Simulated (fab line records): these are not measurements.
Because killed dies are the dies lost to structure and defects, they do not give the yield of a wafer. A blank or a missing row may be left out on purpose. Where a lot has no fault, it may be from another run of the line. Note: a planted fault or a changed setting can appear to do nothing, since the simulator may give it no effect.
Which tool is to blame? / flow n5Finfet / 72 wafers from 24 lots sampled at 5 of the route's 1938 steps

WHAT THE GAUGES SHOWED, per wafer
N5_SD_EPI_N_INSPECT_26: inspects for defects (darkfield).
lot=L074; measured=day 3 06:56; on=defectInspect-01; rawDefectCount=305 257 181
lot=L075; measured=day 3 14:30; on=defectInspect-01; rawDefectCount=244 253 232
lot=L076; measured=day 3 16:40; on=defectInspect-01; rawDefectCount=229 188 217
lot=L077; measured=day 4 00:57; on=defectInspect-01; rawDefectCount=172 163 165
lot=L078; measured=day 4 09:19; on=defectInspect-01; rawDefectCount=206 226 195
lot=L079; measured=day 4 12:07; on=defectInspect-01; rawDefectCount=121 149 193
lot=L080; measured=day 4 16:09; on=defectInspect-01; rawDefectCount=208 217 276
lot=L081; measured=day 5 00:30; on=defectInspect-01; rawDefectCount=217 291 244
lot=L082; measured=day 5 08:56; on=defectInspect-02; rawDefectCount=180 154 129
lot=L083; measured=day 5 13:46; on=defectInspect-01; rawDefectCount=241 235 224
lot=L084; measured=day 5 16:54; on=defectInspect-02; rawDefectCount=174 124 157
lot=L085; measured=day 5 23:09; on=defectInspect-02; rawDefectCount=171 219 168
lot=L086; measured=day 6 09:23; on=defectInspect-01; rawDefectCount=227 249 174
lot=L087; measured=day 6 19:53; on=defectInspect-02; rawDefectCount=140 119 152
lot=L088; measured=day 6 20:07; on=defectInspect-01; rawDefectCount=198 223 215
lot=L089; measured=day 7 00:58; on=defectInspect-02; rawDefectCount=211 240 190
lot=L090; measured=day 7 04:14; on=defectInspect-02; rawDefectCount=213 255 190
lot=L091; measured=day 7 14:09; on=defectInspect-02; rawDefectCount=246 244 202
lot=L092; measured=day 7 23:49; on=defectInspect-01; rawDefectCount=140 186 194
lot=L093; measured=day 8 12:16; on=defectInspect-02; rawDefectCount=201 249 187
lot=L094; measured=day 8 12:29; on=defectInspect-01; rawDefectCount=215 182 211
lot=L095; measured=day 8 16:26; on=defectInspect-02; rawDefectCount=197 114 226
lot=L096; measured=day 8 19:48; on=defectInspect-01; rawDefectCount=269 184 181
lot=L097; measured=day 8 23:48; on=defectInspect-02; rawDefectCount=175 257 170

N5_SDB_INSPECT_36: inspects for defects (darkfield).
lot=L074; measured=day 4 02:46; on=defectInspect-01; rawDefectCount=51 38 22
lot=L075; measured=day 4 08:36; on=defectInspect-01; rawDefectCount=24 28 35
lot=L076; measured=day 4 08:46; on=defectInspect-01; rawDefectCount=47 32 41
lot=L077; measured=day 4 16:45; on=defectInspect-02; rawDefectCount=62 52 66
lot=L078; measured=day 5 03:31; on=defectInspect-01; rawDefectCount=77 46 61
lot=L079; measured=day 5 05:15; on=defectInspect-02; rawDefectCount=16 10 30
lot=L080; measured=day 5 09:16; on=defectInspect-02; rawDefectCount=24 34 17
lot=L081; measured=day 5 18:00; on=defectInspect-01; rawDefectCount=51 16 67
lot=L082; measured=day 6 00:46; on=defectInspect-02; rawDefectCount=31 33 45
lot=L083; measured=day 6 12:35; on=defectInspect-02; rawDefectCount=50 37 32
lot=L084; measured=day 6 16:43; on=defectInspect-02; rawDefectCount=28 46 12
lot=L085; measured=day 6 22:01; on=defectInspect-01; rawDefectCount=70 79 42
lot=L086; measured=day 7 02:46; on=defectInspect-02; rawDefectCount=35 56 31
lot=L087; measured=day 7 12:02; on=defectInspect-01; rawDefectCount=22 57 23
lot=L088; measured=day 7 13:13; on=defectInspect-02; rawDefectCount=17 31 14
lot=L089; measured=day 7 17:39; on=defectInspect-02; rawDefectCount=51 49 22
lot=L090; measured=day 7 20:22; on=defectInspect-02; rawDefectCount=30 19 22
lot=L091; measured=day 8 05:55; on=defectInspect-01; rawDefectCount=18 21 22
lot=L092; measured=day 8 17:39; on=defectInspect-01; rawDefectCount=49 55 42
lot=L093; measured=day 9 04:54; on=defectInspect-01; rawDefectCount=64 34 53
lot=L094; measured=day 9 06:07; on=defectInspect-01; rawDefectCount=32 38 29
lot=L095; measured=day 9 09:22; on=defectInspect-01; rawDefectCount=32 66 37
lot=L096; measured=day 9 11:25; on=defectInspect-02; rawDefectCount=49 54 55
lot=L097; measured=day 9 18:02; on=defectInspect-01; rawDefectCount=17 22 43

EACH LOT AND THE TOOL THAT RAN IT (in order: tool; ch and the chambers of the sampled wafers; start)
lot=L074; N5_SD_ACTIVATION_RTA_00=rtpAnneal-02 ch 0, day 3 11:15; N5_SDB_ETCH_17=rieDiel-01 ch 1,2, day 3 22:57; N5_SDB_ALD_29=aldSin-03 ch 1,2, day 3 23:43
lot=L075; N5_SD_ACTIVATION_RTA_00=rtpAnneal-01 ch 0, day 3 20:43; N5_SDB_ETCH_17=rieDiel-04 ch 0,1,2, day 4 04:25; N5_SDB_ALD_29=aldSin-02 ch 0,1,3, day 4 05:33
lot=L076; N5_SD_ACTIVATION_RTA_00=rtpAnneal-01 ch 0, day 3 20:56; N5_SDB_ETCH_17=rieDiel-04 ch 0,3, day 4 04:57; N5_SDB_ALD_29=aldSin-03 ch 0,1,3, day 4 05:43
lot=L077; N5_SD_ACTIVATION_RTA_00=rtpAnneal-01 ch 0, day 4 05:10; N5_SDB_ETCH_17=rieDiel-04 ch 0,1,2, day 4 12:50; N5_SDB_ALD_29=aldSin-04 ch 0,2,3, day 4 13:42
lot=L078; N5_SD_ACTIVATION_RTA_00=rtpAnneal-01 ch 0, day 4 15:23; N5_SDB_ETCH_17=rieDiel-01 ch 0,1,3, day 4 23:14; N5_SDB_ALD_29=aldSin-03 ch 0,1,2, day 5 00:28
lot=L079; N5_SD_ACTIVATION_RTA_00=rtpAnneal-01 ch 0, day 4 16:17; N5_SDB_ETCH_17=rieDiel-04 ch 0,1,3, day 5 00:26; N5_SDB_ALD_29=aldSin-04 ch 0,1,3, day 5 02:11
lot=L080; N5_SD_ACTIVATION_RTA_00=rtpAnneal-01 ch 0, day 4 21:33; N5_SDB_ETCH_17=rieDiel-04 ch 1,3, day 5 05:07; N5_SDB_ALD_29=aldSin-04 ch 0,3, day 5 06:13
lot=L081; N5_SD_ACTIVATION_RTA_00=rtpAnneal-01 ch 0, day 5 05:34; N5_SDB_ETCH_17=rieDiel-05 ch 2,3, day 5 13:43; N5_SDB_ALD_29=aldSin-02 ch 0,2,3, day 5 14:56
lot=L082; N5_SD_ACTIVATION_RTA_00=rtpAnneal-01 ch 0, day 5 13:22; N5_SDB_ETCH_17=rieDiel-01 ch 0,1,2, day 5 20:57; N5_SDB_ALD_29=aldSin-02 ch 1,2,3, day 5 21:43
lot=L083; N5_SD_ACTIVATION_RTA_00=rtpAnneal-02 ch 0, day 5 18:07; N5_SDB_ETCH_17=rieDiel-05 ch 1,2,3, day 6 04:47; N5_SDB_ALD_29=aldSin-03 ch 1,2,3, day 6 09:32
lot=L084; N5_SD_ACTIVATION_RTA_00=rtpAnneal-02 ch 0, day 5 21:16; N5_SDB_ETCH_17=rieDiel-05 ch 0,1, day 6 07:27; N5_SDB_ALD_29=aldSin-04 ch 1,2,3, day 6 13:40
lot=L085; N5_SD_ACTIVATION_RTA_00=rtpAnneal-02 ch 0, day 6 03:30; N5_SDB_ETCH_17=rieDiel-04 ch 0,1,2, day 6 14:22; N5_SDB_ALD_29=aldSin-02 ch 1,2, day 6 18:58
lot=L086; N5_SD_ACTIVATION_RTA_00=rtpAnneal-01 ch 0, day 6 15:28; N5_SDB_ETCH_17=rieDiel-04 ch 0,2, day 6 22:56; N5_SDB_ALD_29=aldSin-04 ch 0,1,2, day 6 23:41
lot=L087; N5_SD_ACTIVATION_RTA_00=rtpAnneal-01 ch 0, day 7 00:11; N5_SDB_ETCH_17=rieDiel-04 ch 0,2,3, day 7 07:49; N5_SDB_ALD_29=aldSin-04 ch 0,1,3, day 7 08:59
lot=L088; N5_SD_ACTIVATION_RTA_00=rtpAnneal-01 ch 0, day 7 01:38; N5_SDB_ETCH_17=rieDiel-01 ch 0,3, day 7 09:25; N5_SDB_ALD_29=aldSin-02 ch 0,3, day 7 10:10
lot=L089; N5_SD_ACTIVATION_RTA_00=rtpAnneal-02 ch 0, day 7 06:05; N5_SDB_ETCH_17=rieDiel-01 ch 1,2,3, day 7 13:50; N5_SDB_ALD_29=aldSin-04 ch 0,1,3, day 7 14:36
lot=L090; N5_SD_ACTIVATION_RTA_00=rtpAnneal-02 ch 0, day 7 08:32; N5_SDB_ETCH_17=rieDiel-04 ch 0,2,3, day 7 16:32; N5_SDB_ALD_29=aldSin-04 ch 1,2,3, day 7 17:19
lot=L091; N5_SD_ACTIVATION_RTA_00=rtpAnneal-01 ch 0, day 7 18:19; N5_SDB_ETCH_17=rieDiel-05 ch 0,2, day 8 02:04; N5_SDB_ALD_29=aldSin-02 ch 0,1,3, day 8 02:52
lot=L092; N5_SD_ACTIVATION_RTA_00=rtpAnneal-02 ch 0, day 8 04:02; N5_SDB_ETCH_17=rieDiel-05 ch 0,2, day 8 12:45; N5_SDB_ALD_29=aldSin-04 ch 1,3, day 8 14:36
lot=L093; N5_SD_ACTIVATION_RTA_00=rtpAnneal-02 ch 0, day 8 16:32; N5_SDB_ETCH_17=rieDiel-05 ch 0,1,2, day 9 00:37; N5_SDB_ALD_29=aldSin-04 ch 0,1,2, day 9 01:50
lot=L094; N5_SD_ACTIVATION_RTA_00=rtpAnneal-01 ch 0, day 8 17:27; N5_SDB_ETCH_17=rieDiel-05 ch 1,2,3, day 9 01:34; N5_SDB_ALD_29=aldSin-02 ch 1,2, day 9 03:04
lot=L095; N5_SD_ACTIVATION_RTA_00=rtpAnneal-01 ch 0, day 8 20:55; N5_SDB_ETCH_17=rieDiel-01 ch 0,1, day 9 04:59; N5_SDB_ALD_29=aldSin-03 ch 0,1,2, day 9 06:19
lot=L096; N5_SD_ACTIVATION_RTA_00=rtpAnneal-01 ch 0, day 9 00:02; N5_SDB_ETCH_17=rieDiel-04 ch 0,1,3, day 9 07:33; N5_SDB_ALD_29=aldSin-04 ch 0,2, day 9 08:21
lot=L097; N5_SD_ACTIVATION_RTA_00=rtpAnneal-02 ch 0, day 9 06:16; N5_SDB_ETCH_17=rieDiel-05 ch 0,1,2, day 9 14:11; N5_SDB_ALD_29=aldSin-02 ch 1,2,3, day 9 14:59
- N5_SD_ACTIVATION_RTA_00: time 0 s.
- N5_SDB_ETCH_17: etches SiARC in CF4, target depth 23.4 nm, time 39 s.
- N5_SDB_ALD_29: deposits SiNx, target thk 30 nm, pulse time 1 s, ald cycles 600.

AS READ BY THE TOOLS THEMSELVES (means over the sampled wafers that have a number; for cases with no such wafer, the mark the record gives instead)
N5_SD_ACTIVATION_RTA_00.
lot=L074; tool=rtpAnneal-02; lampPowerPct (%)=8.99; lamp_zone_7_pct (%)=9.348; wafer_temp_C_max=974.3
lot=L075; tool=rtpAnneal-01; lampPowerPct (%)=8.94; lamp_zone_7_pct (%)=9.338; wafer_temp_C_max=975.3
lot=L076; tool=rtpAnneal-01; lampPowerPct (%)=8.99; lamp_zone_7_pct (%)=9.363; wafer_temp_C_max=977.2
lot=L077; tool=rtpAnneal-01; lampPowerPct (%)=8.94; lamp_zone_7_pct (%)=9.348; wafer_temp_C_max=973.3
lot=L078; tool=rtpAnneal-01; lampPowerPct (%)=8.91; lamp_zone_7_pct (%)=9.342; wafer_temp_C_max=974.3
lot=L079; tool=rtpAnneal-01; lampPowerPct (%)=8.95; lamp_zone_7_pct (%)=9.344; wafer_temp_C_max=974.9
lot=L080; tool=rtpAnneal-01; lampPowerPct (%)=8.99; lamp_zone_7_pct (%)=9.357; wafer_temp_C_max=975.0
lot=L081; tool=rtpAnneal-01; lampPowerPct (%)=9.02; lamp_zone_7_pct (%)=9.351; wafer_temp_C_max=975.0
lot=L082; tool=rtpAnneal-01; lampPowerPct (%)=8.94; lamp_zone_7_pct (%)=9.375; wafer_temp_C_max=975.9
lot=L083; tool=rtpAnneal-02; lampPowerPct (%)=8.91; lamp_zone_7_pct (%)=9.344; wafer_temp_C_max=973.2
lot=L084; tool=rtpAnneal-02; lampPowerPct (%)=8.98; lamp_zone_7_pct (%)=9.334; wafer_temp_C_max=975.5
lot=L085; tool=rtpAnneal-02; lampPowerPct (%)=8.90; lamp_zone_7_pct (%)=9.343; wafer_temp_C_max=973.6
lot=L086; tool=rtpAnneal-01; lampPowerPct (%)=8.96; lamp_zone_7_pct (%)=9.374; wafer_temp_C_max=974.1
lot=L087; tool=rtpAnneal-01; lampPowerPct (%)=8.96; lamp_zone_7_pct (%)=9.342; wafer_temp_C_max=975.4
lot=L088; tool=rtpAnneal-01; lampPowerPct (%)=8.93; lamp_zone_7_pct (%)=9.339; wafer_temp_C_max=974.9
lot=L089; tool=rtpAnneal-02; lampPowerPct (%)=8.96; lamp_zone_7_pct (%)=9.343; wafer_temp_C_max=976.4
lot=L090; tool=rtpAnneal-02; lampPowerPct (%)=9.00; lamp_zone_7_pct (%)=9.364; wafer_temp_C_max=974.9
lot=L091; tool=rtpAnneal-01; lampPowerPct (%)=9.02; lamp_zone_7_pct (%)=9.331; wafer_temp_C_max=976.0
lot=L092; tool=rtpAnneal-02; lampPowerPct (%)=8.96; lamp_zone_7_pct (%)=9.362; wafer_temp_C_max=975.2
lot=L093; tool=rtpAnneal-02; lampPowerPct (%)=8.92; lamp_zone_7_pct (%)=9.318; wafer_temp_C_max=974.7
lot=L094; tool=rtpAnneal-01; lampPowerPct (%)=8.94; lamp_zone_7_pct (%)=9.364; wafer_temp_C_max=975.4
lot=L095; tool=rtpAnneal-01; lampPowerPct (%)=8.93; lamp_zone_7_pct (%)=9.336; wafer_temp_C_max=975.5
lot=L096; tool=rtpAnneal-01; lampPowerPct (%)=8.91; lamp_zone_7_pct (%)=9.348; wafer_temp_C_max=974.8
lot=L097; tool=rtpAnneal-02; lampPowerPct (%)=9.01; lamp_zone_7_pct (%)=9.340; wafer_temp_C_max=974.3

N5_SDB_ETCH_17.
lot=L074; tool=rieDiel-01; drypumpMotorCurrentA (A)=5.9; etchRfOnTimeS (s)=39.7; oesProductAu (a.u.)=0.62; rfVppV (V)=185.2; showerheadPlenumPTorr (Torr)=2.21; throttleValvePct (%)=15.41
lot=L075; tool=rieDiel-04; drypumpMotorCurrentA (A)=5.7; etchRfOnTimeS (s)=38.8; oesProductAu (a.u.)=0.68; rfVppV (V)=185.2; showerheadPlenumPTorr (Torr)=2.21; throttleValvePct (%)=15.54
lot=L076; tool=rieDiel-04; drypumpMotorCurrentA (A)=6.1; etchRfOnTimeS (s)=37.9; oesProductAu (a.u.)=0.77; rfVppV (V)=184.4; showerheadPlenumPTorr (Torr)=2.21; throttleValvePct (%)=15.33
lot=L077; tool=rieDiel-04; drypumpMotorCurrentA (A)=5.8; etchRfOnTimeS (s)=38.9; oesProductAu (a.u.)=0.68; rfVppV (V)=184.8; showerheadPlenumPTorr (Torr)=2.21; throttleValvePct (%)=15.55
lot=L078; tool=rieDiel-01; drypumpMotorCurrentA (A)=5.8; etchRfOnTimeS (s)=39.8; oesProductAu (a.u.)=0.68; rfVppV (V)=184.4; showerheadPlenumPTorr (Torr)=2.20; throttleValvePct (%)=15.58
lot=L079; tool=rieDiel-04; drypumpMotorCurrentA (A)=5.7; etchRfOnTimeS (s)=38.5; oesProductAu (a.u.)=0.73; rfVppV (V)=184.3; showerheadPlenumPTorr (Torr)=2.17; throttleValvePct (%)=15.40
lot=L080; tool=rieDiel-04; drypumpMotorCurrentA (A)=5.4; etchRfOnTimeS (s)=38.8; oesProductAu (a.u.)=0.70; rfVppV (V)=184.6; showerheadPlenumPTorr (Torr)=2.14; throttleValvePct (%)=15.47
lot=L081; tool=rieDiel-05; drypumpMotorCurrentA (A)=6.0; etchRfOnTimeS (s)=39.8; oesProductAu (a.u.)=0.62; rfVppV (V)=185.3; showerheadPlenumPTorr (Torr)=2.22; throttleValvePct (%)=15.52
lot=L082; tool=rieDiel-01; drypumpMotorCurrentA (A)=5.8; etchRfOnTimeS (s)=40.0; oesProductAu (a.u.)=0.61; rfVppV (V)=184.8; showerheadPlenumPTorr (Torr)=2.21; throttleValvePct (%)=15.52
lot=L083; tool=rieDiel-05; drypumpMotorCurrentA (A)=6.0; etchRfOnTimeS (s)=39.5; oesProductAu (a.u.)=0.61; rfVppV (V)=185.9; showerheadPlenumPTorr (Torr)=2.21; throttleValvePct (%)=15.57
lot=L084; tool=rieDiel-05; drypumpMotorCurrentA (A)=5.9; etchRfOnTimeS (s)=39.5; oesProductAu (a.u.)=0.62; rfVppV (V)=185.0; showerheadPlenumPTorr (Torr)=2.22; throttleValvePct (%)=15.68
lot=L085; tool=rieDiel-04; drypumpMotorCurrentA (A)=5.8; etchRfOnTimeS (s)=38.7; oesProductAu (a.u.)=0.76; rfVppV (V)=185.6; showerheadPlenumPTorr (Torr)=2.20; throttleValvePct (%)=15.40
lot=L086; tool=rieDiel-04; drypumpMotorCurrentA (A)=5.5; etchRfOnTimeS (s)=39.4; oesProductAu (a.u.)=0.80; rfVppV (V)=185.6; showerheadPlenumPTorr (Torr)=2.21; throttleValvePct (%)=15.44
lot=L087; tool=rieDiel-04; drypumpMotorCurrentA (A)=5.5; etchRfOnTimeS (s)=39.2; oesProductAu (a.u.)=0.76; rfVppV (V)=185.1; showerheadPlenumPTorr (Torr)=2.18; throttleValvePct (%)=15.49
lot=L088; tool=rieDiel-01; drypumpMotorCurrentA (A)=5.6; etchRfOnTimeS (s)=38.7; oesProductAu (a.u.)=0.71; rfVppV (V)=184.7; showerheadPlenumPTorr (Torr)=2.19; throttleValvePct (%)=15.69
lot=L089; tool=rieDiel-01; drypumpMotorCurrentA (A)=5.9; etchRfOnTimeS (s)=39.6; oesProductAu (a.u.)=0.66; rfVppV (V)=184.5; showerheadPlenumPTorr (Torr)=2.20; throttleValvePct (%)=15.52
lot=L090; tool=rieDiel-04; drypumpMotorCurrentA (A)=5.5; etchRfOnTimeS (s)=39.1; oesProductAu (a.u.)=0.75; rfVppV (V)=183.2; showerheadPlenumPTorr (Torr)=2.18; throttleValvePct (%)=15.49
lot=L091; tool=rieDiel-05; drypumpMotorCurrentA (A)=5.7; etchRfOnTimeS (s)=40.1; oesProductAu (a.u.)=0.63; rfVppV (V)=184.0; showerheadPlenumPTorr (Torr)=2.22; throttleValvePct (%)=15.54
lot=L092; tool=rieDiel-05; drypumpMotorCurrentA (A)=5.7; etchRfOnTimeS (s)=39.6; oesProductAu (a.u.)=0.64; rfVppV (V)=184.4; showerheadPlenumPTorr (Torr)=2.22; throttleValvePct (%)=15.55
lot=L093; tool=rieDiel-05; drypumpMotorCurrentA (A)=5.8; etchRfOnTimeS (s)=40.1; oesProductAu (a.u.)=0.61; rfVppV (V)=185.5; showerheadPlenumPTorr (Torr)=2.21; throttleValvePct (%)=15.61
lot=L094; tool=rieDiel-05; drypumpMotorCurrentA (A)=6.0; etchRfOnTimeS (s)=40.0; oesProductAu (a.u.)=0.60; rfVppV (V)=184.9; showerheadPlenumPTorr (Torr)=2.21; throttleValvePct (%)=15.61
lot=L095; tool=rieDiel-01; drypumpMotorCurrentA (A)=5.7; etchRfOnTimeS (s)=39.6; oesProductAu (a.u.)=0.60; rfVppV (V)=185.1; showerheadPlenumPTorr (Torr)=2.20; throttleValvePct (%)=15.65
lot=L096; tool=rieDiel-04; drypumpMotorCurrentA (A)=5.8; etchRfOnTimeS (s)=38.3; oesProductAu (a.u.)=0.70; rfVppV (V)=184.6; showerheadPlenumPTorr (Torr)=2.16; throttleValvePct (%)=15.47
lot=L097; tool=rieDiel-05; drypumpMotorCurrentA (A)=5.8; etchRfOnTimeS (s)=40.3; oesProductAu (a.u.)=0.60; rfVppV (V)=185.1; showerheadPlenumPTorr (Torr)=2.21; throttleValvePct (%)=15.61

N5_SDB_ALD_29.
lot=L074; tool=aldSin-03; heaterPowerW (W)=769; precursorPulseHeightRel=1.007
lot=L075; tool=aldSin-02; heaterPowerW (W)=844; precursorPulseHeightRel=1.006
lot=L076; tool=aldSin-03; heaterPowerW (W)=835; precursorPulseHeightRel=0.992
lot=L077; tool=aldSin-04; heaterPowerW (W)=877; precursorPulseHeightRel=1.022
lot=L078; tool=aldSin-03; heaterPowerW (W)=794; precursorPulseHeightRel=1.008
lot=L079; tool=aldSin-04; heaterPowerW (W)=880; precursorPulseHeightRel=0.985
lot=L080; tool=aldSin-04; heaterPowerW (W)=910; precursorPulseHeightRel=1.005
lot=L081; tool=aldSin-02; heaterPowerW (W)=816; precursorPulseHeightRel=0.996
lot=L082; tool=aldSin-02; heaterPowerW (W)=799; precursorPulseHeightRel=0.998
lot=L083; tool=aldSin-03; heaterPowerW (W)=785; precursorPulseHeightRel=1.014
lot=L084; tool=aldSin-04; heaterPowerW (W)=872; precursorPulseHeightRel=1.027
lot=L085; tool=aldSin-02; heaterPowerW (W)=804; precursorPulseHeightRel=0.995
lot=L086; tool=aldSin-04; heaterPowerW (W)=875; precursorPulseHeightRel=0.986
lot=L087; tool=aldSin-04; heaterPowerW (W)=889; precursorPulseHeightRel=1.000
lot=L088; tool=aldSin-02; heaterPowerW (W)=849; precursorPulseHeightRel=0.981
lot=L089; tool=aldSin-04; heaterPowerW (W)=888; precursorPulseHeightRel=0.985
lot=L090; tool=aldSin-04; heaterPowerW (W)=872; precursorPulseHeightRel=0.983
lot=L091; tool=aldSin-02; heaterPowerW (W)=851; precursorPulseHeightRel=0.988
lot=L092; tool=aldSin-04; heaterPowerW (W)=884; precursorPulseHeightRel=0.999
lot=L093; tool=aldSin-04; heaterPowerW (W)=868; precursorPulseHeightRel=1.000
lot=L094; tool=aldSin-02; heaterPowerW (W)=833; precursorPulseHeightRel=0.978
lot=L095; tool=aldSin-03; heaterPowerW (W)=808; precursorPulseHeightRel=0.996
lot=L096; tool=aldSin-04; heaterPowerW (W)=866; precursorPulseHeightRel=1.008
lot=L097; tool=aldSin-02; heaterPowerW (W)=815; precursorPulseHeightRel=1.014

THE ANSWER, worked out from the rows above alone
Rule: what is usual is taken from the lots themselves. Put in order of their means at a reading, lots are off if they are a third of the lots or fewer, leave a main group of 4 or more, and stand apart from it by a gap of 3 or more times the standard deviation of the main group's means; of several such gaps the widest counts. The tables above print the reading to a certain number of digits; a main group whose means all agree to those digits is not used. A lot without any number at a reading at which 4 lots or more have one is off too. Where the step has rows for the other lots, those lots are counted as sound. Order of review: gauges by route order, followed by the tools' own readings, for which a lot's mean as printed above is used. At the first step where some lot is off, the reading lying furthest off is the one used; lots without a number count as furthest.
Nothing can be told from this: no lot is off at any reading shown.

WHAT HAD BEEN PUT IN BY THE SIMULATOR
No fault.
